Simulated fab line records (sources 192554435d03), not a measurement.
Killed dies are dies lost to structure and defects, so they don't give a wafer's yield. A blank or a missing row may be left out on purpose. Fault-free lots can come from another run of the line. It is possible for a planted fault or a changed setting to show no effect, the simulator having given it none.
fab line records | flow n5Finfet | part 1 of 2: steps 1 to 4 of 6
[record] lots = 20 | wafers = 60 | lastDay = 18
route steps=1938 shown FIN_CUT@166 DUMMY_GATE@232
lots that met no fault: taken from a fault-free run of the same line
startH: hours from the record's opening day to when the first of the lot's shown wafers began | waitH: how many hours have passed since the lot's step before this one | " identical to the entry in the row above | L1.1+2: one row covering several wafers at once | - no value, or no start given | * or withheld: withheld | < > ~ a bound
route shown NAME@n: names a module that has steps shown in the file, with the first one's number in the route | usual: mean/standard deviation of fault-free wafers | same: alike in all rows | chamber/n: place in a boat | sites: readings site by site | _std_site: standard deviation across them | _edge_site: outer sites' mean less inner sites' | radiusMm: how far each site lies from the wafer's centre | mask NAME#n: copy n | behind: the most recent tool/chamber to have shaped the wafer | hold: the reason the lot was held/the length of the hold in hours/how it ended | device: the n, p or np transistor that did not switch | end of line: the route-end tests of the same wafers | a step given without rows: its recipe and nothing more | killed: count of dies lost to structure and defects at first sort (not the wafer's yield) | map: shows each die of a wafer: x if killed, . if not, _ if none is there
set.NAME: the setting that was run; set.NAME@STEP: the one run at that earlier step | model.NAME: the simulator's own value behind a step, which no gauge read
one table for each step of the route and one row for each wafer, over a sample of lots
services: when a tool's chamber went out of use (startH, in hours from the record's first day, below 0 if earlier), for how many hours, and the reason
[[steps]]
[step N5_FIN_CUT_DESCUM_13]
[recipe] chemistry = O2 | timeS = 7 | sourcePowerW = 50 | biasPowerW = 20 | pressureMtorr = 20 | rfFrequencyHz = 2.712e+07 | tempC = 40 | resist = CAR-EUV | o2FlowSccm = 225
[usual] drypumpMotorCurrentA = 5.8/0.71 | oesProductAu = 0.80/0.071 | rfVppV = 243.1/1.2 | showerheadPlenumPTorr = 2.09/0.06 | throttleValvePct = 20.30/0.19
lot.wafer | tool       | chamber | startH | waitH | drypumpMotorCurrentA | oesProductAu | rfHoursCounterH | rfVppV | showerheadPlenumPTorr | throttleValvePct
L074.1    | rieDiel-03 | 3       | 29.72  | 0.0   | 6.4                  | 0.76         | 159             | 241.4  | 2.06                  | 20.19
L074.4    | "          | 3       | "      | "     | 6.4                  | 0.76         | -               | 244.2  | 2.06                  | 20.20
L074.6    | "          | 2       | "      | "     | 6.6                  | 0.80         | -               | 242.5  | 2.03                  | 20.51
L075.3    | rieDiel-04 | 0       | 35.18  | 0.0   | 5.4                  | 0.77         | 148             | 244.9  | 2.19                  | 20.29
L075.4    | "          | 1       | "      | "     | 4.7                  | 0.79         | 111             | 244.4  | 2.20                  | 20.23
L075.5    | "          | 1       | "      | "     | 4.7                  | 0.78         | -               | 244.3  | 2.20                  | 20.24
L076.3    | rieDiel-04 | 1       | 39.80  | 0.0   | 4.7                  | 0.79         | 112             | 244.5  | 2.20                  | 20.22
L076.4    | "          | 3       | "      | "     | 6.7                  | 0.91         | 20              | 240.8  | 2.06                  | 20.27
L076.6    | "          | 1       | "      | "     | 4.7                  | 0.79         | -               | 246.5  | 2.20                  | 20.22
L077.3    | rieDiel-01 | 3       | 45.77  | 0.2   | 6.5                  | 0.98         | 1               | 242.6  | 2.06                  | 20.29
L077.4    | "          | 1       | "      | "     | 4.9                  | 0.74         | 160             | 242.0  | 2.00                  | 20.32
L077.6    | "          | 3       | "      | "     | 6.5                  | 0.98         | -               | 243.4  | 2.06                  | 20.31
L078.2    | rieDiel-01 | 3       | 51.00  | 0.0   | 6.4                  | 0.94         | 4               | 241.8  | 2.06                  | 20.29
L078.4    | "          | 2       | "      | "     | 5.2                  | 0.75         | 123             | 243.0  | 2.09                  | 19.97
L078.6    | "          | 1       | "      | "     | 4.9                  | 0.72         | -               | 241.8  | 2.00                  | 20.34
L081.2    | rieDiel-04 | 2       | 68.69  | 0.0   | 6.5                  | 0.71         | 236             | 242.4  | 2.08                  | 20.64
L081.4    | "          | 3       | "      | "     | 6.8                  | 0.89         | 28              | 242.4  | 2.05                  | 20.28
L081.6    | "          | 2       | "      | "     | 6.5                  | 0.71         | -               | 242.2  | 2.08                  | 20.64
L082.1    | rieDiel-01 | 3       | 75.37  | 0.0   | 6.4                  | 0.93         | 11              | 241.2  | 2.06                  | 20.31
L082.2    | "          | 0       | "      | "     | 5.6                  | 0.83         | 90              | 243.1  | 2.13                  | 20.47
L082.6    | "          | 3       | "      | "     | 6.4                  | 0.93         | -               | 243.0  | 2.06                  | 20.29
L083.1    | rieDiel-03 | 2       | 81.16  | 0.1   | 6.6                  | 0.79         | 145             | 241.0  | 2.02                  | 20.54
L083.4    | "          | 1       | "      | "     | 5.4                  | 0.90         | -               | 242.8  | 2.14                  | 19.87
L083.5    | "          | 2       | "      | "     | 6.6                  | 0.80         | -               | 241.9  | 2.02                  | 20.55
L084.3    | rieDiel-04 | 1       | 86.78  | 0.0   | 4.7                  | 0.77         | 126             | 245.7  | 2.19                  | 20.25
L084.5    | "          | 2       | "      | "     | 6.5                  | 0.71         | -               | 241.8  | 2.08                  | 20.64
L084.6    | "          | 3       | "      | "     | 6.7                  | 0.89         | -               | 241.7  | 2.05                  | 20.28
L085.2    | rieDiel-03 | 0       | 94.64  | 0.0   | 6.4                  | 0.84         | 65              | 242.5  | 2.11                  | 20.16
L085.4    | "          | 2       | "      | "     | 6.7                  | 0.79         | 149             | 243.4  | 2.02                  | 20.53
L085.5    | "          | 1       | "      | "     | 5.3                  | 0.89         | -               | 244.4  | 2.14                  | 19.87
L086.1    | rieDiel-04 | 3       | 100.58 | 0.0   | 6.8                  | 0.87         | 37              | 241.8  | 2.05                  | 20.29
L086.3    | "          | 1       | "      | "     | 4.7                  | 0.77         | 130             | 244.0  | 2.19                  | 20.26
L086.5    | "          | 1       | "      | "     | 4.7                  | 0.77         | -               | 244.4  | 2.19                  | 20.24
L087.3    | rieDiel-04 | 2       | 105.72 | 0.0   | 6.5                  | 0.70         | 245             | 243.0  | 2.08                  | 20.66
L087.4    | "          | 0       | "      | "     | 5.4                  | 0.75         | 167             | 244.0  | 2.18                  | 20.33
L087.6    | "          | 1       | "      | "     | 4.7                  | 0.77         | -               | 244.6  | 2.19                  | 20.26
L088.2    | rieDiel-01 | 1       | 117.27 | 0.2   | 4.9                  | 0.72         | 179             | 242.2  | 1.99                  | 20.37
L088.5    | "          | 3       | "      | "     | 6.4                  | 0.90         | -               | 243.6  | 2.06                  | 20.31
L088.6    | "          | 0       | "      | "     | 5.6                  | 0.82         | -               | 242.6  | 2.12                  | 20.48
L090.1    | rieDiel-04 | 1       | 124.85 | 0.0   | 4.7                  | 0.76         | 139             | 243.9  | 2.19                  | 20.29
L090.3    | "          | 0       | "      | "     | 5.4                  | 0.74         | 174             | 243.7  | 2.18                  | 20.34
L090.5    | "          | 1       | "      | "     | 4.7                  | 0.76         | -               | 244.3  | 2.19                  | 20.29
L091.1    | rieDiel-04 | 0       | 130.90 | 0.0   | 5.4                  | 0.73         | 176             | 244.8  | 2.18                  | 20.32
L091.2    | "          | 3       | "      | "     | 6.8                  | 0.86         | 46              | 242.5  | 2.05                  | 20.31
L091.3    | "          | 1       | "      | "     | 4.7                  | 0.76         | 141             | 244.3  | 2.19                  | 20.27
L092.3    | rieDiel-03 | 2       | 135.28 | 0.0   | 6.6                  | 0.77         | 162             | 242.5  | 2.02                  | 20.56
L092.5    | "          | 1       | "      | "     | 5.3                  | 0.88         | -               | 245.3  | 2.13                  | 19.89
L092.6    | "          | 0       | "      | "     | 6.4                  | 0.82         | -               | 243.3  | 2.11                  | 20.16
L093.2    | rieDiel-03 | 3       | 142.98 | 0.0   | 6.5                  | 0.74         | 194             | 243.0  | 2.05                  | 20.26
L093.5    | "          | 0       | "      | "     | 6.4                  | 0.83         | -               | 242.6  | 2.11                  | 20.18
L093.6    | "          | 1       | "      | "     | 5.3                  | 0.88         | -               | 243.9  | 2.13                  | 19.88
L094.1    | rieDiel-04 | 2       | 148.62 | 0.9   | 6.5                  | 0.95         | 3               | 241.5  | 2.07                  | 20.20
L094.4    | "          | 3       | "      | "     | 6.8                  | 0.84         | 53              | 243.0  | 2.05                  | 20.31
L094.6    | "          | 0       | "      | "     | 5.4                  | 0.73         | -               | 244.3  | 2.17                  | 20.34
L095.1    | rieDiel-01 | 3       | 156.95 | 0.0   | 6.4                  | 0.88         | 35              | 242.3  | 2.05                  | 20.33
L095.3    | "          | 0       | "      | "     | 5.6                  | 0.81         | 115             | 243.0  | 2.12                  | 20.52
L095.4    | "          | 2       | "      | "     | 5.2                  | 0.74         | 152             | 244.2  | 2.08                  | 20.02
L097.1    | rieDiel-01 | 3       | 168.22 | 0.0   | 6.4                  | 0.88         | 37              | 243.3  | 2.05                  | 20.34
L097.5    | "          | 2       | "      | "     | 5.2                  | 0.72         | -               | 242.7  | 2.08                  | 20.00
L097.6    | "          | 3       | "      | "     | 6.4                  | 0.88         | -               | 242.5  | 2.05                  | 20.34
[step N5_FIN_CUT_ETCH_20]
[recipe] chemistry = CF4 | target = SiARC | targetDepthA = 260 | maskMaterial = CAR-EUV | timeS = 43.3 | ionEnergyEv = 80 | pressureMtorr = 40 | sourceW = 545 | biasW = 36 | Ar_flow_sccm = 100 | cf4FlowSccm = 100 | ends = cleared
[usual] drypumpMotorCurrentA = 5.8/0.71 | etchRfOnTimeS = 43.8/1.1 | mfcArSccm = 100.02/0.28 | oesProductAu = 0.68/0.063 | rfVppV = 184.0/1 | showerheadPlenumPTorr = 2.14/0.055 | throttleValvePct = 15.49/0.16
lot.wafer | tool       | chamber | startH | waitH | drypumpMotorCurrentA | etchRfOnTimeS | mfcArSccm | oesProductAu | rfHoursCounterH | rfVppV | showerheadPlenumPTorr | throttleValvePct
L074.1    | rieDiel-03 | 3       | 29.77  | 0.0   | 6.4                  | 42.7          | 100.02    | 0.65         | 159             | 183.9  | 2.13                  | 15.56
L074.4    | "          | 3       | "      | "     | 6.4                  | 42.3          | 99.26     | 0.65         | -               | 182.4  | 2.13                  | 15.59
L074.6    | "          | 2       | "      | "     | 6.6                  | 42.7          | 99.79     | 0.69         | -               | 184.1  | 2.06                  | 15.62
L075.3    | rieDiel-04 | 0       | 35.24  | 0.0   | 5.4                  | 43.8          | 100.23    | 0.64         | 148             | 184.6  | 2.21                  | 15.43
L075.4    | "          | 1       | "      | "     | 4.7                  | 42.2          | 100.68    | 0.68         | 111             | 184.7  | 2.23                  | 15.35
L075.5    | "          | 1       | "      | "     | 4.7                  | 42.4          | 99.92     | 0.67         | -               | 185.1  | 2.23                  | 15.36
L076.3    | rieDiel-04 | 1       | 39.86  | 0.0   | 4.7                  | 43.0          | 99.84     | 0.67         | 112             | 185.1  | 2.23                  | 15.37
L076.4    | "          | 3       | "      | "     | 6.7                  | 43.0          | 100.36    | 0.77         | 20              | 184.7  | 2.11                  | 15.43
L076.6    | "          | 1       | "      | "     | 4.7                  | 42.5          | 99.69     | 0.67         | -               | 185.8  | 2.23                  | 15.37
L077.3    | rieDiel-01 | 3       | 45.82  | 0.0   | 6.4                  | 44.0          | 100.19    | 0.84         | 1               | 182.5  | 2.12                  | 15.44
L077.4    | "          | 1       | "      | "     | 4.9                  | 45.2          | 99.83     | 0.62         | 160             | 183.0  | 2.05                  | 15.62
L077.6    | "          | 3       | "      | "     | 6.4                  | 44.2          | 100.38    | 0.83         | -               | 184.3  | 2.12                  | 15.45
L078.2    | rieDiel-01 | 3       | 51.06  | 0.0   | 6.4                  | 43.8          | 99.58     | 0.82         | 4               | 183.9  | 2.12                  | 15.46
L078.4    | "          | 2       | "      | "     | 5.2                  | 44.5          | 99.68     | 0.64         | 123             | 183.0  | 2.16                  | 15.32
L078.6    | "          | 1       | "      | "     | 4.9                  | 44.8          | 99.51     | 0.62         | -               | 182.9  | 2.05                  | 15.60
L081.2    | rieDiel-04 | 2       | 68.74  | 0.0   | 6.5                  | 44.9          | 99.84     | 0.59         | 236             | 184.0  | 2.10                  | 15.63
L081.4    | "          | 3       | "      | "     | 6.7                  | 43.5          | 100.00    | 0.75         | 29              | 183.3  | 2.11                  | 15.44
L081.6    | "          | 2       | "      | "     | 6.5                  | 45.0          | 99.99     | 0.59         | -               | 184.2  | 2.10                  | 15.65
L082.1    | rieDiel-01 | 3       | 75.43  | 0.0   | 6.4                  | 44.3          | 99.86     | 0.79         | 11              | 182.7  | 2.12                  | 15.46
L082.2    | "          | 0       | "      | "     | 5.6                  | 43.0          | 100.16    | 0.70         | 90              | 184.7  | 2.18                  | 15.70
L082.6    | "          | 3       | "      | "     | 6.3                  | 44.4          | 99.79     | 0.79         | -               | 184.1  | 2.12                  | 15.45
L083.1    | rieDiel-03 | 2       | 81.21  | 0.0   | 6.6                  | 42.6          | 100.31    | 0.68         | 145             | 181.1  | 2.06                  | 15.66
L083.4    | "          | 1       | "      | "     | 5.3                  | 43.3          | 99.52     | 0.78         | -               | 184.7  | 2.19                  | 15.06
L083.5    | "          | 2       | "      | "     | 6.6                  | 42.3          | 99.69     | 0.67         | -               | 184.3  | 2.06                  | 15.65
L084.3    | rieDiel-04 | 1       | 86.84  | 0.0   | 4.7                  | 42.7          | 99.81     | 0.67         | 126             | 185.5  | 2.23                  | 15.38
L084.5    | "          | 2       | "      | "     | 6.5                  | 45.0          | 99.96     | 0.59         | -               | 183.2  | 2.10                  | 15.67
L084.6    | "          | 3       | "      | "     | 6.7                  | 43.4          | 100.31    | 0.75         | -               | 182.5  | 2.11                  | 15.46
L085.2    | rieDiel-03 | 0       | 94.69  | 0.0   | 6.4                  | 45.0          | 100.45    | 0.70         | 65              | 182.9  | 2.16                  | 15.31
L085.4    | "          | 2       | "      | "     | 6.6                  | 42.6          | 99.62     | 0.67         | 149             | 182.2  | 2.06                  | 15.65
L085.5    | "          | 1       | "      | "     | 5.3                  | 43.1          | 100.04    | 0.77         | -               | 184.3  | 2.18                  | 15.08
L086.1    | rieDiel-04 | 3       | 100.63 | 0.0   | 6.8                  | 43.9          | 100.26    | 0.74         | 37              | 181.7  | 2.10                  | 15.46
L086.3    | "          | 1       | "      | "     | 4.7                  | 42.6          | 100.33    | 0.66         | 130             | 185.8  | 2.23                  | 15.39
L086.5    | "          | 1       | "      | "     | 4.7                  | 43.4          | 99.66     | 0.66         | -               | 186.3  | 2.23                  | 15.39
L087.3    | rieDiel-04 | 2       | 105.77 | 0.0   | 6.5                  | 45.0          | 99.99     | 0.59         | 245             | 183.0  | 2.10                  | 15.68
L087.4    | "          | 0       | "      | "     | 5.4                  | 45.0          | 100.02    | 0.63         | 167             | 184.8  | 2.20                  | 15.47
L087.6    | "          | 1       | "      | "     | 4.7                  | 42.9          | 100.11    | 0.66         | -               | 184.0  | 2.23                  | 15.39
L088.2    | rieDiel-01 | 1       | 117.32 | 0.0   | 4.9                  | 45.4          | 100.62    | 0.61         | 179             | 183.4  | 2.05                  | 15.65
L088.5    | "          | 3       | "      | "     | 6.4                  | 44.1          | 100.00    | 0.77         | -               | 183.3  | 2.11                  | 15.48
L088.6    | "          | 0       | "      | "     | 5.6                  | 42.9          | 99.80     | 0.70         | -               | 183.0  | 2.18                  | 15.71
L090.1    | rieDiel-04 | 1       | 124.91 | 0.0   | 4.7                  | 42.8          | 100.11    | 0.64         | 139             | 184.5  | 2.22                  | 15.42
L090.3    | "          | 0       | "      | "     | 5.4                  | 44.3          | 100.14    | 0.62         | 174             | 184.1  | 2.20                  | 15.48
L090.5    | "          | 1       | "      | "     | 4.7                  | 42.4          | 99.95     | 0.65         | -               | 185.5  | 2.22                  | 15.41
L091.1    | rieDiel-04 | 0       | 130.95 | 0.0   | 5.4                  | 45.4          | 99.64     | 0.62         | 176             | 185.2  | 2.20                  | 15.50
L091.2    | "          | 3       | "      | "     | 6.8                  | 44.1          | 99.65     | 0.73         | 46              | 182.7  | 2.10                  | 15.46
L091.3    | "          | 1       | "      | "     | 4.7                  | 42.9          | 99.96     | 0.65         | 141             | 185.1  | 2.22                  | 15.42
L092.3    | rieDiel-03 | 2       | 135.34 | 0.0   | 6.6                  | 42.5          | 100.40    | 0.67         | 162             | 184.1  | 2.05                  | 15.67
L092.5    | "          | 1       | "      | "     | 5.3                  | 42.9          | 100.12    | 0.75         | -               | 183.3  | 2.18                  | 15.09
L092.6    | "          | 0       | "      | "     | 6.4                  | 45.6          | 100.17    | 0.69         | -               | 184.6  | 2.15                  | 15.34
L093.2    | rieDiel-03 | 3       | 143.04 | 0.0   | 6.4                  | 42.2          | 99.48     | 0.63         | 194             | 183.4  | 2.12                  | 15.64
L093.5    | "          | 0       | "      | "     | 6.4                  | 45.9          | 99.89     | 0.68         | -               | 184.9  | 2.15                  | 15.34
L093.6    | "          | 1       | "      | "     | 5.3                  | 43.2          | 99.77     | 0.75         | -               | 184.7  | 2.18                  | 15.11
L094.1    | rieDiel-04 | 2       | 148.68 | 0.0   | 6.5                  | 43.9          | 100.00    | 0.81         | 3               | 183.9  | 2.10                  | 15.17
L094.4    | "          | 3       | "      | "     | 6.8                  | 43.4          | 99.93     | 0.72         | 53              | 183.3  | 2.10                  | 15.49
L094.6    | "          | 0       | "      | "     | 5.4                  | 44.5          | 99.77     | 0.61         | -               | 184.9  | 2.20                  | 15.49
L095.1    | rieDiel-01 | 3       | 157.00 | 0.0   | 6.4                  | 44.1          | 100.48    | 0.75         | 35              | 183.5  | 2.11                  | 15.49
L095.3    | "          | 0       | "      | "     | 5.6                  | 42.4          | 99.91     | 0.69         | 115             | 184.1  | 2.17                  | 15.75
L095.4    | "          | 2       | "      | "     | 5.2                  | 45.3          | 100.33    | 0.61         | 152             | 183.7  | 2.15                  | 15.38
L097.1    | rieDiel-01 | 3       | 168.28 | 0.0   | 6.4                  | 43.5          | 99.87     | 0.75         | 37              | 183.9  | 2.11                  | 15.51
L097.5    | "          | 2       | "      | "     | 5.2                  | 45.0          | 100.27    | 0.62         | -               | 184.4  | 2.15                  | 15.37
L097.6    | "          | 3       | "      | "     | 6.4                  | 43.6          | 100.08    | 0.75         | -               | 182.6  | 2.11                  | 15.52
[step N5_FIN_CUT_STRIP_24]
[recipe] chemistry = CF4 | resist = SiARC | powerW = 300 | biasPowerW = 75 | pressureMtorr = 50 | cf4FlowSccm = 150 | rfFrequencyHz = 6e+07
[usual] drypumpMotorCurrentA = 5.8/0.71 | oesProductAu = 0.79/0.069 | rfVppV = 271.1/1.3 | showerheadPlenumPTorr = 1.80/0.045 | throttleValvePct = 13.47/0.17
lot.wafer | tool       | chamber | startH | waitH | drypumpMotorCurrentA | oesProductAu | rfHoursCounterH | rfVppV | showerheadPlenumPTorr | throttleValvePct
L074.1    | rieDiel-03 | 3       | 30.14  | 0.0   | 6.5                  | 0.75         | 159             | 271.0  | 1.79                  | 13.58
L074.4    | "          | 3       | "      | "     | 6.5                  | 0.75         | -               | 270.8  | 1.79                  | 13.60
L074.6    | "          | 2       | "      | "     | 6.6                  | 0.79         | -               | 269.9  | 1.73                  | 13.60
L075.3    | rieDiel-04 | 0       | 35.60  | 0.0   | 5.4                  | 0.75         | 148             | 272.7  | 1.85                  | 13.44
L075.4    | "          | 1       | "      | "     | 4.7                  | 0.77         | 111             | 273.3  | 1.87                  | 13.33
L075.5    | "          | 1       | "      | "     | 4.7                  | 0.76         | -               | 272.1  | 1.87                  | 13.34
L076.3    | rieDiel-04 | 1       | 40.22  | 0.0   | 4.7                  | 0.77         | 112             | 274.7  | 1.87                  | 13.33
L076.4    | "          | 3       | "      | "     | 6.8                  | 0.90         | 20              | 270.4  | 1.78                  | 13.38
L076.6    | "          | 1       | "      | "     | 4.7                  | 0.77         | -               | 271.3  | 1.87                  | 13.33
L077.3    | rieDiel-01 | 3       | 46.18  | 0.0   | 6.4                  | 0.96         | 2               | 270.0  | 1.78                  | 13.38
L077.4    | "          | 1       | "      | "     | 4.9                  | 0.74         | 160             | 271.4  | 1.72                  | 13.59
L077.6    | "          | 3       | "      | "     | 6.4                  | 0.96         | -               | 270.8  | 1.78                  | 13.39
L078.2    | rieDiel-01 | 3       | 51.42  | 0.0   | 6.4                  | 0.94         | 4               | 271.1  | 1.78                  | 13.38
L078.4    | "          | 2       | "      | "     | 5.2                  | 0.75         | 123             | 272.0  | 1.81                  | 13.30
L078.6    | "          | 1       | "      | "     | 4.9                  | 0.73         | -               | 268.9  | 1.72                  | 13.61
L081.2    | rieDiel-04 | 2       | 69.10  | 0.0   | 6.5                  | 0.70         | 236             | 270.1  | 1.76                  | 13.65
L081.4    | "          | 3       | "      | "     | 6.8                  | 0.87         | 29              | 270.5  | 1.77                  | 13.41
L081.6    | "          | 2       | "      | "     | 6.5                  | 0.71         | -               | 271.1  | 1.76                  | 13.64
L082.1    | rieDiel-01 | 3       | 75.79  | 0.0   | 6.4                  | 0.92         | 11              | 270.3  | 1.78                  | 13.39
L082.2    | "          | 0       | "      | "     | 5.6                  | 0.81         | 91              | 270.7  | 1.83                  | 13.64
L082.6    | "          | 3       | "      | "     | 6.4                  | 0.92         | -               | 271.6  | 1.78                  | 13.40
L083.1    | rieDiel-03 | 2       | 81.57  | 0.0   | 6.6                  | 0.78         | 145             | 269.3  | 1.72                  | 13.64
L083.4    | "          | 1       | "      | "     | 5.3                  | 0.90         | -               | 271.1  | 1.83                  | 13.03
L083.5    | "          | 2       | "      | "     | 6.6                  | 0.77         | -               | 269.1  | 1.72                  | 13.62
L084.3    | rieDiel-04 | 1       | 87.20  | 0.0   | 4.7                  | 0.76         | 126             | 272.9  | 1.86                  | 13.35
L084.5    | "          | 2       | "      | "     | 6.5                  | 0.70         | -               | 270.7  | 1.75                  | 13.66
L084.6    | "          | 3       | "      | "     | 6.8                  | 0.86         | -               | 270.8  | 1.77                  | 13.41
L085.2    | rieDiel-03 | 0       | 95.05  | 0.0   | 6.4                  | 0.83         | 65              | 272.3  | 1.81                  | 13.30
L085.4    | "          | 2       | "      | "     | 6.6                  | 0.76         | 150             | 268.7  | 1.72                  | 13.63
L085.5    | "          | 1       | "      | "     | 5.3                  | 0.89         | -               | 272.0  | 1.83                  | 13.04
L086.1    | rieDiel-04 | 3       | 100.99 | 0.0   | 6.8                  | 0.86         | 37              | 270.7  | 1.77                  | 13.42
L086.3    | "          | 1       | "      | "     | 4.7                  | 0.75         | 130             | 271.5  | 1.86                  | 13.37
L086.5    | "          | 1       | "      | "     | 4.7                  | 0.76         | -               | 272.6  | 1.86                  | 13.39
L087.3    | rieDiel-04 | 2       | 106.14 | 0.0   | 6.5                  | 0.69         | 245             | 270.4  | 1.75                  | 13.67
L087.4    | "          | 0       | "      | "     | 5.4                  | 0.73         | 167             | 273.6  | 1.85                  | 13.48
L087.6    | "          | 1       | "      | "     | 4.7                  | 0.75         | -               | 273.0  | 1.86                  | 13.39
L088.2    | rieDiel-01 | 1       | 117.69 | 0.0   | 4.9                  | 0.72         | 179             | 269.8  | 1.71                  | 13.64
L088.5    | "          | 3       | "      | "     | 6.4                  | 0.89         | -               | 269.9  | 1.77                  | 13.43
L088.6    | "          | 0       | "      | "     | 5.6                  | 0.80         | -               | 270.5  | 1.83                  | 13.68
L090.1    | rieDiel-04 | 1       | 125.27 | 0.0   | 4.7                  | 0.75         | 140             | 272.4  | 1.86                  | 13.40
L090.3    | "          | 0       | "      | "     | 5.4                  | 0.72         | 174             | 272.9  | 1.84                  | 13.51
L090.5    | "          | 1       | "      | "     | 4.7                  | 0.74         | -               | 272.0  | 1.86                  | 13.39
L091.1    | rieDiel-04 | 0       | 131.32 | 0.0   | 5.3                  | 0.72         | 176             | 272.2  | 1.84                  | 13.51
L091.2    | "          | 3       | "      | "     | 6.7                  | 0.85         | 47              | 269.7  | 1.77                  | 13.44
L091.3    | "          | 1       | "      | "     | 4.7                  | 0.75         | 141             | 272.9  | 1.86                  | 13.39
L092.3    | rieDiel-03 | 2       | 135.70 | 0.0   | 6.6                  | 0.76         | 162             | 270.3  | 1.72                  | 13.68
L092.5    | "          | 1       | "      | "     | 5.3                  | 0.86         | -               | 270.4  | 1.82                  | 13.08
L092.6    | "          | 0       | "      | "     | 6.4                  | 0.82         | -               | 270.6  | 1.81                  | 13.35
L093.2    | rieDiel-03 | 3       | 143.40 | 0.0   | 6.4                  | 0.72         | 194             | 270.7  | 1.78                  | 13.68
L093.5    | "          | 0       | "      | "     | 6.4                  | 0.81         | -               | 272.6  | 1.81                  | 13.35
L093.6    | "          | 1       | "      | "     | 5.3                  | 0.86         | -               | 271.0  | 1.82                  | 13.06
L094.1    | rieDiel-04 | 2       | 149.04 | 0.0   | 6.5                  | 0.93         | 3               | 270.3  | 1.75                  | 13.12
L094.4    | "          | 3       | "      | "     | 6.7                  | 0.84         | 53              | 269.8  | 1.77                  | 13.47
L094.6    | "          | 0       | "      | "     | 5.4                  | 0.73         | -               | 273.1  | 1.84                  | 13.51
L095.1    | rieDiel-01 | 3       | 157.36 | 0.0   | 6.4                  | 0.87         | 36              | 269.6  | 1.77                  | 13.44
L095.3    | "          | 0       | "      | "     | 5.6                  | 0.79         | 116             | 271.9  | 1.82                  | 13.70
L095.4    | "          | 2       | "      | "     | 5.2                  | 0.72         | 152             | 270.9  | 1.80                  | 13.35
L097.1    | rieDiel-01 | 3       | 168.64 | 0.0   | 6.4                  | 0.87         | 38              | 270.1  | 1.77                  | 13.47
L097.5    | "          | 2       | "      | "     | 5.2                  | 0.72         | -               | 270.8  | 1.80                  | 13.36
L097.6    | "          | 3       | "      | "     | 6.4                  | 0.87         | -               | 271.5  | 1.77                  | 13.45
[step N5_DUMMY_GATE_OVL_MEAS_16]
[recipe] pointsPerWafer = 522
[usual] GATE_OVL = 0.0/0.59
lot.wafer | tool       | chamber | startH | waitH | GATE_OVL[nm]
L074.1    | overlay-01 | 0       | 52.16  | 0.0   | 1.0
L074.4    | "          | 0       | "      | "     | 0.4
L074.6    | "          | 0       | "      | "     | -0.1
L075.3    | overlay-02 | 0       | 56.20  | 0.0   | 0.1
L075.4    | "          | 0       | "      | "     | 0.3
L075.5    | "          | 0       | "      | "     | 0.7
L076.3    | overlay-02 | 0       | 58.93  | 0.0   | -0.5
L076.4    | "          | 0       | "      | "     | -0.5
L076.6    | "          | 0       | "      | "     | -1.3
L077.3    | overlay-02 | 0       | 64.98  | 0.0   | -0.9
L077.4    | "          | 0       | "      | "     | 0.0
L077.6    | "          | 0       | "      | "     | -0.3
L078.2    | overlay-01 | 0       | 71.41  | 0.0   | -0.1
L078.4    | "          | 0       | "      | "     | 0.2
L078.6    | "          | 0       | "      | "     | -0.5
L081.2    | overlay-02 | 0       | 87.67  | 0.0   | 0.8
L081.4    | "          | 0       | "      | "     | 0.6
L081.6    | "          | 0       | "      | "     | -0.6
L082.1    | overlay-02 | 0       | 99.57  | 0.0   | 0.0
L082.2    | "          | 0       | "      | "     | 0.4
L082.6    | "          | 0       | "      | "     | 0.7
L083.1    | overlay-01 | 0       | 99.61  | 0.0   | -0.3
L083.4    | "          | 0       | "      | "     | -0.2
L083.5    | "          | 0       | "      | "     | 0.2
L084.3    | overlay-02 | 0       | 107.40 | 0.0   | 0.1
L084.5    | "          | 0       | "      | "     | 0.5
L084.6    | "          | 0       | "      | "     | -0.4
L085.2    | overlay-02 | 0       | 113.81 | 0.0   | -0.5
L085.4    | "          | 0       | "      | "     | -0.1
L085.5    | "          | 0       | "      | "     | -0.4
L086.1    | overlay-01 | 0       | 118.91 | 0.0   | -0.6
L086.3    | "          | 0       | "      | "     | -0.1
L086.5    | "          | 0       | "      | "     | 0.2
L087.3    | overlay-02 | 0       | 124.84 | 0.0   | -0.7
L087.4    | "          | 0       | "      | "     | -0.5
L087.6    | "          | 0       | "      | "     | -0.6
L088.2    | overlay-02 | 0       | 135.94 | 0.0   | -0.2
L088.5    | "          | 0       | "      | "     | 0.7
L088.6    | "          | 0       | "      | "     | 0.5
L090.1    | overlay-02 | 0       | 144.33 | 0.0   | -0.3
L090.3    | "          | 0       | "      | "     | 1.2
L090.5    | "          | 0       | "      | "     | 0.6
L091.1    | overlay-02 | 0       | 149.17 | 0.0   | -0.3
L091.2    | "          | 0       | "      | "     | 0.0
L091.3    | "          | 0       | "      | "     | 0.4
L092.3    | overlay-02 | 0       | 154.62 | 0.0   | 0.2
L092.5    | "          | 0       | "      | "     | 0.4
L092.6    | "          | 0       | "      | "     | 0.3
L093.2    | overlay-01 | 0       | 162.42 | 0.0   | 1.0
L093.5    | "          | 0       | "      | "     | 0.0
L093.6    | "          | 0       | "      | "     | 0.8
L094.1    | overlay-02 | 0       | 167.33 | 0.0   | -1.1
L094.4    | "          | 0       | "      | "     | -0.3
L094.6    | "          | 0       | "      | "     | 0.2
L095.1    | overlay-01 | 0       | 180.12 | 0.0   | 0.7
L095.3    | "          | 0       | "      | "     | -0.1
L095.4    | "          | 0       | "      | "     | 0.4
L097.1    | overlay-01 | 0       | 187.93 | 0.0   | 0.5
L097.5    | "          | 0       | "      | "     | 0.0
L097.6    | "          | 0       | "      | "     | -0.8
